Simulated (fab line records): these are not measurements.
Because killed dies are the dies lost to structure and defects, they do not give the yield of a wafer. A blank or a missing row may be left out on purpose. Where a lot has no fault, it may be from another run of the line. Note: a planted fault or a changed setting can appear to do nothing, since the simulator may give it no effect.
Chamber matching	flow n5 finfet	ald sin-02 running N5_ILD0_LINER_00: 4 sister chambers
The step material SiNx, target thk 4 nm, pulse time 1 s, purge time 2 s. 14 wafers are shown with their chamber, then 7 later ones without.

EACH WAFER AND ITS CHAMBER
wafer	chamber	heater power w (W)	precursor pulse height rel
L077.1	1	832	0.996
L077.3	2	860	1.004
L077.6	0	937	0.991
L090.1	0	944	1.024
L090.4	3	901	1.023
L090.5	3	929	0.997
L089.2	1	849	0.984
L089.3	2	862	1.006
L089.4	0	938	1.022
L094.1	3	905	0.979
L094.2	0	959	1.027
L094.5	3	898	0.989
L095.2	1	835	1.029
L095.3	0	963	1.038

SIGNATURES (means of the wafers above)
reading	chamber 0	chamber 1	chamber 2	chamber 3	scatter within a chamber
heater power w	948.20	838.67	861.00	908.25	11.6
precursor pulse height rel	1.02040	1.00300	1.00500	0.99700	0.0184
Rule: a wafer lies at a distance from a chamber equal to the root of the sum of squares, over the readings, of (its reading less the chamber's mean, divided by the reading's scatter). If the next closest chamber is less than 2 further off than the closest, the wafer can't be placed; otherwise it belongs to the closest. The scatter: take each reading less its chamber's mean, square it, sum over the shown wafers, divide by the number of wafers less the number of chambers, and take the root.

WAFERS WITHOUT THEIR CHAMBER
wafer	heater power w (W)	precursor pulse height rel
L095.4	858	0.973
L096.2	839	0.973
L096.3	941	1.017
L096.4	877	1.001
L097.2	917	1.016
L097.4	962	0.995
L097.5	811	1.045

WHICH CHAMBER EACH WENT THROUGH
wafer	from the rows above	in truth
L095.4	can't be placed: 2 or 1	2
L096.2	can't be placed: 1 or 2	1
L096.3	0	0
L096.4	can't be placed: 2 or 3 or 1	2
L097.2	can't be placed: 3 or 0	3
L097.4	0	0
L097.5	can't be placed: 1 or 2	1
2 of 7 placed correctly. Cannot be placed on the basis of these rows: 5; the candidates contain the true chamber in 5. Wrongly placed: 0.
